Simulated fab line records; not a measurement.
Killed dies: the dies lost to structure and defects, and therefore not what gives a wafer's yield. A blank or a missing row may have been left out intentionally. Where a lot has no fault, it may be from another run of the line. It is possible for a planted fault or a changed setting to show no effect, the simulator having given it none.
fab line records	flow n5-finfet	part 1 of 2: steps 1 to 22 of 31
record: lots: 5	wafers: 15	last-day: 17
route steps=1938 shown MIM_TOP@1835 MIM_TOP_LITHO@1839 MIM_TOP_ETCH@1851 MIM_BOT_LITHO@1854
lots untouched by any fault: they come from a run of this same line in which no faults occurred
start-h: hours from the record's first day to the start of the lot's first wafer shown	wait-h: hours from the lot's prior step to this one	" as in the row above	L1.1+2: one row covering several wafers at once	- no value, or no start was given	* or withheld: withheld	< > ~ a bound
route shown NAME@n: NAME is a module with steps in the file, n the number in the route of the first one	usual: mean and standard deviation over wafers with no fault	same: alike in all rows	chamber/n: place in a boat	sites: each site's reading	_std_site: how widely they spread, as a standard deviation	_edge_site: outer sites' mean less inner sites'	radius-mm: how far each site lies from the wafer's centre	mask NAME#n: copy n	behind: the tool/chamber that last shaped the wafer	hold: what put the lot on hold/how long, in hours/how the hold closed	device: whichever transistor did not switch (one of n, p or np)	end of line: the route-end tests of the same wafers	step lacking rows: just its recipe	killed: the dies lost at the first sort to structure and to defects; this is not the yield of the wafer	map: dies across one wafer; x = killed, . = not, _ = none there
set.NAME: the setting the step ran with; set.NAME@STEP: the setting that earlier step ran with	model.NAME: the simulator's own value behind a step, which no gauge read
a table for each step, a row for each wafer; lots at some steps of the route
services: from which hour (start-h, from the record's first day; less than 0 if before it) a tool's chamber was out of use, for how many hours, and why
== steps ==
step: N5_MIM_TOP_ALD_01
recipe: material: HfO2	target-thk-a: 56	temp-c: withheld	ald-precursor-family: Hf-amide	ald-co-reactant: O3	pulse-time-s: 1	purge-time-s: 3	co-reactant-purge-time-s: 2	co-reactant-pulse-time-s: 3	ald-cycles: 62
usual: precursor-pulse-height-rel: 1.002/0.019
same: ald-cycles: 62	pulse-time-s: 1
lot.wafer	tool	chamber	start-h	wait-h	precursor-pulse-height-rel
L077.2	ald-hk-02	3	-	-	1.018
L077.3	"	2	"	"	0.986
L077.4	"	1	"	"	1.031
L079.4	ald-hk-01	2	-	-	1.044
L079.5	"	3	"	"	1.005
L079.6	"	0	"	"	1.011
L085.1	ald-hk-03	2	-	-	1.008
L085.2	"	3	"	"	1.043
L085.6	"	0	"	"	1.014
L096.1	ald-hk-01	2	-	-	0.997
L096.3	"	0	"	"	1.004
L096.5	"	0	"	"	1.010
L097.1	ald-hk-01	0	-	-	0.992
L097.2	"	1	"	"	0.999
L097.6	"	1	"	"	1.002
step: N5_MIM_TOP_ALD_02
recipe: material: Al2O3	target-thk-a: *	temp-c: withheld	ald-precursor-family: TMA	ald-co-reactant: O3	pulse-time-s: withheld	purge-time-s: 3	co-reactant-purge-time-s: withheld	co-reactant-pulse-time-s: 3	ald-cycles: withheld
usual: precursor-pulse-height-rel: 0.999/0.019
lot.wafer	tool	chamber	start-h	wait-h	precursor-pulse-height-rel
L077.2	ald-hk-02	3	-	-	1.006
L077.3	"	2	"	"	0.984
L077.4	"	1	"	"	1.007
L079.4	ald-hk-01	2	-	-	0.965
L079.5	"	3	"	"	1.006
L079.6	"	0	"	"	0.995
L085.1	ald-hk-03	2	-	-	0.983
L085.2	"	3	"	"	0.985
L085.6	"	0	"	"	1.032
L096.1	ald-hk-01	2	-	-	0.997
L096.3	"	0	"	"	0.983
L096.5	"	0	"	"	1.007
L097.1	ald-hk-01	0	-	-	1.022
L097.2	"	1	"	"	0.986
L097.6	"	1	"	"	0.995
step: N5_MIM_TOP_DEGAS_04
recipe: ambient: vacuum	temp-c: 300	time-s: 60
usual: heater-power-w: 483/59
lot.wafer	tool	chamber	start-h	wait-h	heater-power-w
L077.2	pvd-sputter-01	-	272.94	-	493
L077.3	"	-	"	"	517
L077.4	"	-	"	"	415
L079.4	pvd-sputter-03	-	284.37	-	409
L079.5	"	-	"	"	639
L079.6	"	-	"	"	503
L085.1	pvd-sputter-03	-	327.04	-	410
L085.2	"	-	"	"	650
L085.6	"	-	"	"	501
L096.1	pvd-sputter-01	-	389.31	-	526
L096.3	"	-	"	"	459
L096.5	"	-	"	"	502
L097.1	pvd-sputter-01	-	402.39	-	461
L097.2	"	-	"	"	411
L097.6	"	-	"	"	417
step: N5_MIM_TOP_SPUTTER_03
recipe: material: TiN	target-thk-a: 350	temp-c: 200	power-w: 3000	chamber-pressure-pa: 0.49996	gas: Ar	reactive-partial-pa: 0.37997	time-s: 89.7
usual: throttle-valve-pct: 29.9/1
lot.wafer	tool	chamber	start-h	wait-h	throttle-valve-pct
L077.2	pvd-sputter-01	-	272.98	0.0	30.0
L077.3	"	-	"	"	30.8
L077.4	"	-	"	"	29.5
L079.4	pvd-sputter-03	-	284.41	0.0	28.6
L079.5	"	-	"	"	29.7
L079.6	"	-	"	"	28.4
L085.1	pvd-sputter-03	-	327.08	0.0	28.6
L085.2	"	-	"	"	29.4
L085.6	"	-	"	"	28.4
L096.1	pvd-sputter-01	-	389.35	0.0	31.0
L096.3	"	-	"	"	31.1
L096.5	"	-	"	"	29.9
L097.1	pvd-sputter-01	-	402.43	0.0	30.7
L097.2	"	-	"	"	29.3
L097.6	"	-	"	"	29.6
step: N5_MIM_TOP_LITHO_HMDS_01
recipe: time-s: 60	temp-c: 120
usual: resist-line-temp-C: 22.99/0.11
lot.wafer	tool	chamber	start-h	wait-h	resist-line-temp-C
L077.2	litho-track-01	0	273.09	0.1	23.06
L077.3	"	0	"	"	22.92
L077.4	"	0	"	"	23.01
L079.4	litho-track-04	0	284.52	0.1	23.01
L079.5	"	0	"	"	23.19
L079.6	"	0	"	"	23.25
L085.1	litho-track-02	0	327.18	0.1	22.94
L085.2	"	0	"	"	22.89
L085.6	"	0	"	"	22.79
L096.1	litho-track-04	0	389.46	0.1	23.02
L096.3	"	0	"	"	23.12
L096.5	"	0	"	"	23.25
L097.1	litho-track-01	0	402.54	0.1	23.00
L097.2	"	0	"	"	22.97
L097.6	"	0	"	"	23.01
step: N5_MIM_TOP_LITHO_COAT_02
recipe: spin-rpm: *	resist-thk-nm: *
usual: resist-line-temp-C: 22.99/0.11
lot.wafer	tool	chamber	start-h	wait-h	resist-line-temp-C
L077.2	litho-track-01	0	-	-	23.01
L077.3	"	0	"	"	23.13
L077.4	"	0	"	"	22.98
L079.4	litho-track-04	0	-	-	22.93
L079.5	"	0	"	"	23.09
L079.6	"	0	"	"	22.97
L085.1	litho-track-02	0	-	-	22.92
L085.2	"	0	"	"	23.06
L085.6	"	0	"	"	22.99
L096.1	litho-track-04	0	-	-	22.94
L096.3	"	0	"	"	23.14
L096.5	"	0	"	"	23.05
L097.1	litho-track-01	0	-	-	22.92
L097.2	"	0	"	"	22.86
L097.6	"	0	"	"	22.71
step: N5_MIM_TOP_LITHO_EBR_04
recipe: solvent: PGMEA	ebr-width-mm: 1.5
usual: resist-line-temp-C: 23.01/0.11
lot.wafer	tool	chamber	start-h	wait-h	resist-line-temp-C
L077.2	litho-track-01	0	-	-	23.18
L077.3	"	0	"	"	23.04
L077.4	"	0	"	"	23.04
L079.4	litho-track-04	0	-	-	23.03
L079.5	"	0	"	"	23.08
L079.6	"	0	"	"	23.05
L085.1	litho-track-02	0	-	-	23.05
L085.2	"	0	"	"	22.89
L085.6	"	0	"	"	22.95
L096.1	litho-track-04	0	-	-	22.97
L096.3	"	0	"	"	23.16
L096.5	"	0	"	"	23.10
L097.1	litho-track-01	0	-	-	23.27
L097.2	"	0	"	"	23.08
L097.6	"	0	"	"	23.18
step: N5_MIM_TOP_LITHO_SOFTBAKE_03
recipe: temp-c: 100	time-s: 90
usual: resist-line-temp-C: 23.00/0.094
lot.wafer	tool	chamber	start-h	wait-h	resist-line-temp-C
L077.2	litho-track-01	0	-	-	22.98
L077.3	"	0	"	"	23.14
L077.4	"	0	"	"	23.08
L079.4	litho-track-04	0	-	-	22.95
L079.5	"	0	"	"	22.97
L079.6	"	0	"	"	23.02
L085.1	litho-track-02	0	-	-	22.82
L085.2	"	0	"	"	22.92
L085.6	"	0	"	"	22.87
L096.1	litho-track-04	0	-	-	22.85
L096.3	"	0	"	"	22.87
L096.5	"	0	"	"	23.07
L097.1	litho-track-01	0	-	-	23.10
L097.2	"	0	"	"	23.09
L097.6	"	0	"	"	23.07
step: N5_MIM_TOP_LITHO_EXPOSE_05
recipe: mask-id: MIM_TOP	na: 0.55	source-shape: conventional	sigma-outer: 0.8	polarization: unpolarized	target-cd-nm: 2000	dose-mj: 20.5
usual: focus-offset-nm: -0.1/0.56
lot.wafer	tool	chamber	start-h	wait-h	mask	focus-offset-nm
L077.2	krf-scanner-02	0	273.20	-	MIM_TOP#0	0.7
L077.3	"	0	"	"	MIM_TOP#0	0.3
L077.4	"	0	"	"	MIM_TOP#0	0.1
L079.4	krf-scanner-02	0	284.64	-	MIM_TOP#0	-0.6
L079.5	"	0	"	"	MIM_TOP#0	-0.5
L079.6	"	0	"	"	MIM_TOP#0	-0.2
L085.1	krf-scanner-02	0	327.42	-	MIM_TOP#0	0.0
L085.2	"	0	"	"	MIM_TOP#0	-0.2
L085.6	"	0	"	"	MIM_TOP#0	0.1
L096.1	krf-scanner-01	0	389.69	-	MIM_TOP#0	-0.5
L096.3	"	0	"	"	MIM_TOP#0	-0.6
L096.5	"	0	"	"	MIM_TOP#0	-0.2
L097.1	krf-scanner-01	0	402.65	-	MIM_TOP#0	-0.3
L097.2	"	0	"	"	MIM_TOP#0	-0.4
L097.6	"	0	"	"	MIM_TOP#0	-0.1
step: N5_MIM_TOP_LITHO_PEB_06
recipe: peb-temp-c: withheld	peb-time-s: *
usual: resist-line-temp-C: *
lot.wafer	tool	chamber	start-h	wait-h	resist-line-temp-C
L077.2	litho-track-02	0	273.25	0.0	*
L077.3	"	0	"	"	*
L077.4	"	0	"	"	*
L079.4	litho-track-04	0	284.68	0.0	*
L079.5	"	0	"	"	*
L079.6	"	0	"	"	*
L085.1	litho-track-01	0	327.47	0.1	*
L085.2	"	0	"	"	*
L085.6	"	0	"	"	*
L096.1	litho-track-01	0	389.75	0.1	*
L096.3	"	0	"	"	*
L096.5	"	0	"	"	*
L097.1	litho-track-01	0	402.71	0.1	*
L097.2	"	0	"	"	*
L097.6	"	0	"	"	*
step: N5_MIM_TOP_LITHO_DEVELOP_07
recipe: develop-time-s: 60	rinse-liquid: diw	dry: air-spin	dev-temp-c: 21
usual: resist-line-temp-C: 23.04/0.099
lot.wafer	tool	chamber	start-h	wait-h	resist-line-temp-C
L077.2	litho-track-02	0	-	-	23.03
L077.3	"	0	"	"	23.10
L077.4	"	0	"	"	23.05
L079.4	litho-track-04	0	-	-	23.10
L079.5	"	0	"	"	22.99
L079.6	"	0	"	"	23.12
L085.1	litho-track-01	0	-	-	23.17
L085.2	"	0	"	"	23.16
L085.6	"	0	"	"	23.05
L096.1	litho-track-01	0	-	-	23.19
L096.3	"	0	"	"	23.12
L096.5	"	0	"	"	23.09
L097.1	litho-track-01	0	-	-	23.07
L097.2	"	0	"	"	23.01
L097.6	"	0	"	"	22.99
step: N5_MIM_TOP_LITHO_HARDBAKE_09
recipe: temp-c: 130	time-s: 120
usual: resist-line-temp-C: 23.01/0.12
lot.wafer	tool	chamber	start-h	wait-h	resist-line-temp-C
L077.2	litho-track-02	0	-	-	23.18
L077.3	"	0	"	"	23.03
L077.4	"	0	"	"	23.06
L079.4	litho-track-04	0	-	-	23.10
L079.5	"	0	"	"	22.96
L079.6	"	0	"	"	23.15
L085.1	litho-track-01	0	-	-	22.85
L085.2	"	0	"	"	23.08
L085.6	"	0	"	"	22.98
L096.1	litho-track-01	0	-	-	22.77
L096.3	"	0	"	"	23.24
L096.5	"	0	"	"	22.98
L097.1	litho-track-01	0	-	-	22.93
L097.2	"	0	"	"	22.86
L097.6	"	0	"	"	22.79
step: N5_MIM_TOP_LITHO_CD_MEAS_08
recipe: target-cd-nm: 2000	landing-energy-ev: 500	detector: se-inlens
usual: cd-nm: 1999.7/1.5
lot.wafer	tool	chamber	start-h	wait-h	cd-nm
L077.2	cd-sem-02	0	273.37	-	2000.0
L077.3	"	0	"	"	2001.0
L077.4	"	0	"	"	2002.0
L079.4	cd-sem-01	0	284.81	-	1999.0
L079.5	"	0	"	"	2001.7
L079.6	"	0	"	"	2000.6
L085.1	cd-sem-03	0	327.59	-	2000.0
L085.2	"	0	"	"	1998.7
L085.6	"	0	"	"	1997.7
L096.1	cd-sem-03	0	389.87	-	1997.7
L096.3	"	0	"	"	1997.6
L096.5	"	0	"	"	1997.2
L097.1	cd-sem-01	0	402.82	-	1999.5
L097.2	"	0	"	"	1998.0
L097.6	"	0	"	"	1997.5
step: N5_MIM_TOP_LITHO_OVL_MEAS_11
recipe: points-per-wafer: 44
usual: MIM_TOP_OVL: -1/6.3
lot.wafer	tool	chamber	start-h	wait-h	MIM_TOP_OVL[nm]
L077.2	overlay-01	0	273.40	0.0	-2
L077.3	"	0	"	"	-18
L077.4	"	0	"	"	-5
L079.4	overlay-01	0	284.83	0.0	-5
L079.5	"	0	"	"	-3
L079.6	"	0	"	"	-4
L085.1	overlay-01	0	327.63	0.0	8
L085.2	"	0	"	"	-7
L085.6	"	0	"	"	1
L096.1	overlay-01	0	389.90	0.0	-2
L096.3	"	0	"	"	3
L096.5	"	0	"	"	-4
L097.1	overlay-02	0	402.85	0.0	-3
L097.2	"	0	"	"	-2
L097.6	"	0	"	"	5
step: N5_MIM_TOP_LITHO_INSPECT_12
recipe: mode: adi	inspect-instrument: macro
usual: raw-defect-count: 2.1/1.5
lot.wafer	tool	chamber	start-h	wait-h	raw-defect-count
L077.2	defect-inspect-02	-	273.42	0.0	2
L077.3	"	-	"	"	1
L077.4	"	-	"	"	3
L079.4	defect-inspect-02	-	284.86	0.0	1
L079.5	"	-	"	"	4
L079.6	"	-	"	"	2
L085.1	defect-inspect-01	-	327.66	0.0	1
L085.2	"	-	"	"	4
L085.6	"	-	"	"	2
L096.1	defect-inspect-02	-	389.92	0.0	3
L096.3	"	-	"	"	0
L096.5	"	-	"	"	3
L097.1	defect-inspect-02	-	402.88	0.0	4
L097.2	"	-	"	"	7
L097.6	"	-	"	"	2
step: N5_MIM_TOP_LITHO_DESCUM_10
recipe: chemistry: O2	time-s: 7.9	source-power-w: 50	bias-power-w: 20	pressure-mtorr: 20	rf-frequency-hz: 2.712e+07	temp-c: 40	o2-flow-sccm: 225
usual: drypump-motor-current-A: 5.6/0.52	oes-product-au: 0.82/0.079	rf-vpp-V: 243.1/1.3	showerhead-plenum-p-Torr: 2.09/0.061	throttle-valve-pct: 20.41/0.23
lot.wafer	tool	chamber	start-h	wait-h	drypump-motor-current-A	oes-product-au	rf-hours-counter-h	rf-vpp-V	showerhead-plenum-p-Torr	throttle-valve-pct
L077.2	rie-diel-01	3	273.53	0.1	5.8	0.85	65	243.7	2.13	20.41
L077.3	"	1	"	"	4.8	0.86	57	242.9	2.03	20.12
L077.4	"	0	"	"	5.3	0.89	43	242.6	2.14	20.68
L079.4	rie-diel-06	2	285.06	0.2	5.3	0.87	-	241.5	2.04	20.30
L079.5	"	0	"	"	5.5	0.72	-	245.2	2.16	20.61
L079.6	"	3	"	"	6.8	0.72	-	244.2	2.17	20.63
L085.1	rie-diel-01	2	327.69	0.0	5.5	0.68	230	242.7	2.06	20.35
L085.2	"	1	"	"	4.8	0.83	76	242.4	2.02	20.14
L085.6	"	1	"	"	4.9	0.83	-	242.0	2.02	20.13
L096.1	rie-diel-01	0	390.24	0.3	5.3	0.82	87	244.6	2.12	20.75
L096.3	"	1	"	"	4.9	0.81	100	240.8	2.01	20.19
L096.5	"	3	"	"	5.8	0.81	-	244.9	2.12	20.48
L097.1	rie-diel-01	0	403.04	0.2	5.3	0.82	91	243.2	2.12	20.76
L097.2	"	3	"	"	5.8	0.80	110	243.1	2.11	20.46
L097.6	"	1	"	"	4.9	0.80	-	242.5	2.01	20.17
step: N5_MIM_TOP_ETCH_ETCH_00
recipe: chemistry: Cl2/BCl3	target: TiN	target-depth-a: 385	ion-energy-ev: 150	pressure-mtorr: 10	icp-w: 1000	bias-w: 126	Cl2_flow_sccm: 53.25	bcl3-flow-sccm: 21.75	Ar_flow_sccm: 25
usual: bias-w: 125.9/0.38	drypump-motor-current-A: 5.45/0.16	mfc-cl2-sccm: 53.25/0.14	oes-product-au: 0.80/0.095	throttle-valve-pct: 22.76/0.21
lot.wafer	tool	chamber	start-h	wait-h	bias-w	drypump-motor-current-A	mfc-cl2-sccm	oes-product-au	rf-hours-counter-h	throttle-valve-pct
L077.2	rie-metal-01	0	273.61	0.1	126.2	5.43	53.22	0.81	34	22.84
L077.3	"	1	"	"	126.1	5.42	53.28	0.69	-	22.78
L077.4	"	0	"	"	126.6	5.39	53.18	0.81	-	22.85
L079.4	rie-metal-03	0	285.15	0.1	126.3	5.38	53.27	0.69	-	22.99
L079.5	"	1	"	"	125.4	5.40	53.12	0.90	-	22.59
L079.6	"	0	"	"	125.6	5.38	53.29	0.69	-	22.99
L085.1	rie-metal-03	1	327.78	0.1	126.7	5.43	53.10	0.88	16	22.58
L085.2	"	0	"	"	125.8	5.39	53.19	0.68	80	23.00
L085.6	"	0	"	"	125.7	5.38	53.45	0.68	-	22.99
L096.1	rie-metal-02	1	390.32	0.1	125.7	5.80	53.07	0.78	47	22.95
L096.3	"	1	"	"	126.1	5.84	53.14	0.78	-	22.95
L096.5	"	1	"	"	125.9	5.82	53.06	0.78	-	22.96
L097.1	rie-metal-03	1	403.12	0.1	125.9	5.43	53.28	0.86	22	22.62
L097.2	"	0	"	"	126.3	5.36	53.03	0.67	87	23.01
L097.6	"	1	"	"	125.5	5.40	53.49	0.86	-	22.62
step: N5_MIM_TOP_ETCH_STRIP_01
recipe: chemistry: O2	power-w: 600	temp-c: 60	pressure-mtorr: 30	rf-frequency-hz: 6e+07	bias-power-w: 0	overash-fraction: 0.5	o2-flow-sccm: 225
usual: drypump-motor-current-A: 5.6/0.48	oes-product-au: 0.80/0.097	rf-vpp-V: 3.7/1.3	showerhead-plenum-p-Torr: 2.11/0.068	throttle-valve-pct: 16.65/0.2
lot.wafer	tool	chamber	start-h	wait-h	drypump-motor-current-A	oes-product-au	rf-hours-counter-h	rf-vpp-V	showerhead-plenum-p-Torr	throttle-valve-pct
L077.2	rie-diel-02	3	273.76	0.1	5.8	0.73	194	5.1	2.17	16.81
L077.3	"	1	"	"	5.4	0.86	55	3.1	2.14	16.46
L077.4	"	0	"	"	5.9	0.90	51	3.5	2.21	16.20
L079.4	rie-diel-03	3	285.25	0.1	5.4	0.67	232	1.6	2.06	16.67
L079.5	"	1	"	"	5.5	0.77	-	1.8	2.10	16.58
L079.6	"	0	"	"	5.6	0.79	-	2.7	2.11	16.70
L085.1	rie-diel-03	1	328.04	0.2	5.5	0.74	157	4.8	2.09	16.59
L085.2	"	3	"	"	5.3	0.65	244	4.3	2.06	16.73
L085.6	"	0	"	"	5.5	0.76	-	2.5	2.11	16.72
L096.1	rie-diel-02	0	390.47	0.1	5.9	0.83	87	7.3	2.20	16.29
L096.3	"	3	"	"	5.8	0.69	226	3.6	2.16	16.82
L096.5	"	0	"	"	5.9	0.85	-	3.7	2.20	16.20
L097.1	rie-diel-05	2	403.27	0.1	6.3	0.88	34	3.5	2.24	16.66
L097.2	"	3	"	"	5.5	0.68	244	3.9	1.98	16.94
L097.6	"	2	"	"	6.4	0.87	-	4.1	2.24	16.68
step: N5_MIM_TOP_ETCH_PECVD_03
recipe: material: SiNx	target-thk-a: 200	temp-c: 400	precursor: SiH4/NH3/N2	pressure-torr: 1.5	rf-w: 300	time-s: 17.6
usual: heater-power-w: 823/100	showerhead-plenum-p-Torr: 5.16/0.051	throttle-valve-pct: 39.4/2.4
lot.wafer	tool	chamber	start-h	wait-h	heater-power-w	showerhead-plenum-p-Torr	throttle-valve-pct
L077.2	pecvd-03	0	273.82	-	860	5.12	35.8
L077.3	"	2	"	"	863	5.20	40.5
L077.4	"	1	"	"	989	5.15	40.6
L079.4	pecvd-02	1	285.34	-	882	5.16	42.8
L079.5	"	0	"	"	636	5.08	42.3
L079.6	"	2	"	"	915	5.09	35.7
L085.1	pecvd-03	2	328.10	-	907	5.21	40.4
L085.2	"	0	"	"	756	5.12	35.3
L085.6	"	2	"	"	910	5.20	40.6
L096.1	pecvd-02	0	390.53	-	775	5.09	42.5
L096.3	"	2	"	"	887	5.07	35.9
L096.5	"	2	"	"	878	5.08	36.2
L097.1	pecvd-01	2	403.33	-	819	5.23	38.8
L097.2	"	0	"	"	717	5.18	38.6
L097.6	"	2	"	"	840	5.21	39.0
step: N5_MIM_BOT_LITHO_HMDS_01
recipe: time-s: 60	temp-c: 120
usual: resist-line-temp-C: 22.99/0.11
lot.wafer	tool	chamber	start-h	wait-h	resist-line-temp-C
L077.2	litho-track-01	0	273.89	0.0	23.04
L077.3	"	0	"	"	22.85
L077.4	"	0	"	"	22.95
L079.4	litho-track-05	0	285.39	0.0	22.88
L079.5	"	0	"	"	22.96
L079.6	"	0	"	"	22.88
L085.1	litho-track-03	0	328.19	0.1	23.10
L085.2	"	0	"	"	23.03
L085.6	"	0	"	"	23.15
L096.1	litho-track-03	0	390.60	0.0	23.03
L096.3	"	0	"	"	23.06
L096.5	"	0	"	"	22.98
L097.1	litho-track-01	0	403.42	0.1	22.99
L097.2	"	0	"	"	23.18
L097.6	"	0	"	"	23.03
step: N5_MIM_BOT_LITHO_COAT_02
recipe: spin-rpm: *	resist-thk-nm: *
usual: resist-line-temp-C: 23.01/0.089
lot.wafer	tool	chamber	start-h	wait-h	resist-line-temp-C
L077.2	litho-track-01	0	-	-	23.11
L077.3	"	0	"	"	23.03
L077.4	"	0	"	"	23.01
L079.4	litho-track-05	0	-	-	22.89
L079.5	"	0	"	"	22.98
L079.6	"	0	"	"	22.98
L085.1	litho-track-03	0	-	-	22.85
L085.2	"	0	"	"	23.05
L085.6	"	0	"	"	23.02
L096.1	litho-track-03	0	-	-	23.04
L096.3	"	0	"	"	22.98
L096.5	"	0	"	"	22.86
L097.1	litho-track-01	0	-	-	23.05
L097.2	"	0	"	"	23.04
L097.6	"	0	"	"	23.03
step: N5_MIM_BOT_LITHO_EBR_04
recipe: solvent: PGMEA	ebr-width-mm: 1.5
usual: resist-line-temp-C: 23.01/0.1
lot.wafer	tool	chamber	start-h	wait-h	resist-line-temp-C
L077.2	litho-track-01	0	-	-	23.07
L077.3	"	0	"	"	23.09
L077.4	"	0	"	"	23.05
L079.4	litho-track-05	0	-	-	22.83
L079.5	"	0	"	"	22.95
L079.6	"	0	"	"	23.15
L085.1	litho-track-03	0	-	-	23.09
L085.2	"	0	"	"	23.03
L085.6	"	0	"	"	23.03
L096.1	litho-track-03	0	-	-	23.06
L096.3	"	0	"	"	22.94
L096.5	"	0	"	"	22.98
L097.1	litho-track-01	0	-	-	22.94
L097.2	"	0	"	"	23.03
L097.6	"	0	"	"	23.14
